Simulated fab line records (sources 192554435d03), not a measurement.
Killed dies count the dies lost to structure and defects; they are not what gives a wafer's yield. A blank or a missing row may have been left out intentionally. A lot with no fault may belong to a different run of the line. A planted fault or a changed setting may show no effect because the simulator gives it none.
Which tool is to blame? ; flow n5 finfet ; 9 lots, 26 wafers sampled, at 4 steps of a route of 1938

== WHAT THE GAUGES SHOWED, per wafer ==
N5_BEOL_M1_CD_MEAS_18: pitch 36 nm, target cd 18 nm.
lot;measured;on;cd nm (nm)
L384;day 6 20:51;cd sem-03;18.24 18.41 18.21
L388;day 7 11:38;cd sem-02;18.19 18.25 17.85
L391;day 8 02:00;cd sem-02;18.00 18.03 18.01
L392;day 8 08:16;cd sem-01;17.62 17.62 17.91
L393;day 8 14:54;cd sem-01;17.64 18.16 17.43
L394;day 8 23:53;cd sem-02;18.08 18.57 18.09
L404;day 11 03:37;cd sem-01;19.56 19.08
L405;day 11 12:38;cd sem-03;17.81 17.95 18.05
L406;day 12 05:09;cd sem-02;17.62 18.02 17.93

== TOOL THAT RAN EACH LOT (tool first, then ch and the chambers of the sampled wafers, then the start) ==
lot;N5_BEOL_M0_ANNEAL_119;N5_BEOL_M0_CMP_120;N5_BEOL_M1_ETCH_64
L384;rtp anneal-02 ch 0, day 6 17:43;cmp-03 ch 0,3, day 6 18:01;rie diel-03 ch 0,3, day 6 20:23
L388;rtp anneal-01 ch 0, day 7 08:34;cmp-03 ch 0,1,3, day 7 09:04;rie diel-02 ch 0,1,2, day 7 11:17
L391;rtp anneal-01 ch 0, day 7 23:44;cmp-03 ch 0,3, day 8 00:02;rie diel-02 ch 0,2,3, day 8 01:39
L392;rtp anneal-01 ch 0, day 8 04:28;cmp-03 ch 0,1,2, day 8 04:45;rie diel-03 ch 0,1,3, day 8 07:55
L393;rtp anneal-02 ch 0, day 8 10:43;cmp-01 ch 0,1,3, day 8 11:01;rie diel-03 ch 0,2, day 8 14:23
L394;rtp anneal-01 ch 0, day 8 19:52;cmp-03 ch 1,3, day 8 20:10;rie diel-02 ch 1,2,3, day 8 23:32
L404;rtp anneal-01 ch 0, day 11 00:31;cmp-04 ch 0,3, day 11 00:49;rie diel-02 ch 0,1, day 11 03:16
L405;rtp anneal-01 ch 0, day 11 09:48;cmp-03 ch 0,3, day 11 10:06;rie diel-06 ch 0,2, day 11 12:16
L406;rtp anneal-02 ch 0, day 12 01:39;cmp-03 ch 0,2,3, day 12 01:54;rie diel-03 ch 1,2, day 12 04:48
- N5_BEOL_M0_ANNEAL_119: time 90 s.
- N5_BEOL_M0_CMP_120: polishes, stops on SiOC, t overpolish 6.9 s.
- N5_BEOL_M1_ETCH_64: etches SOC in N2/H2, target depth 75 nm, overetch 15 nm, time 112.5 s.

== THE ANSWER, worked out from the rows above alone ==
Rule: the lots themselves supply what counts as usual. Put in order of their means at a reading, lots are off if they are a third of the lots or fewer, leave a main group of 4 or more, and stand apart from it by a gap of 3 or more times the standard deviation of the main group's means; of several such gaps the widest counts. A main group whose means are all the same, to the digits that the tables above print for the reading, isn't used. A lot without any number at a reading at which 4 lots or more have one is off too. Where the step has rows for the other lots, those lots are counted as sound.
Off, at N5_BEOL_M1_CD_MEAS_18 on cd nm: L404. The main group: mean 17.99 nm, standard deviation 0.2.
If a tool, at a process step before that reading, ran all the lots that are off and no sound lot after the first of them, it fits. Those tools and the gauges at N5_BEOL_M1_CD_MEAS_18 are tried in the same way. Can't be told from this: 3 tools fit, cmp-04 at N5_BEOL_M0_CMP_120, rie diel-02 at N5_BEOL_M1_ETCH_64, cd sem-01 at N5_BEOL_M1_CD_MEAS_18.

== WHAT THE SIMULATOR HAD PUT IN ==
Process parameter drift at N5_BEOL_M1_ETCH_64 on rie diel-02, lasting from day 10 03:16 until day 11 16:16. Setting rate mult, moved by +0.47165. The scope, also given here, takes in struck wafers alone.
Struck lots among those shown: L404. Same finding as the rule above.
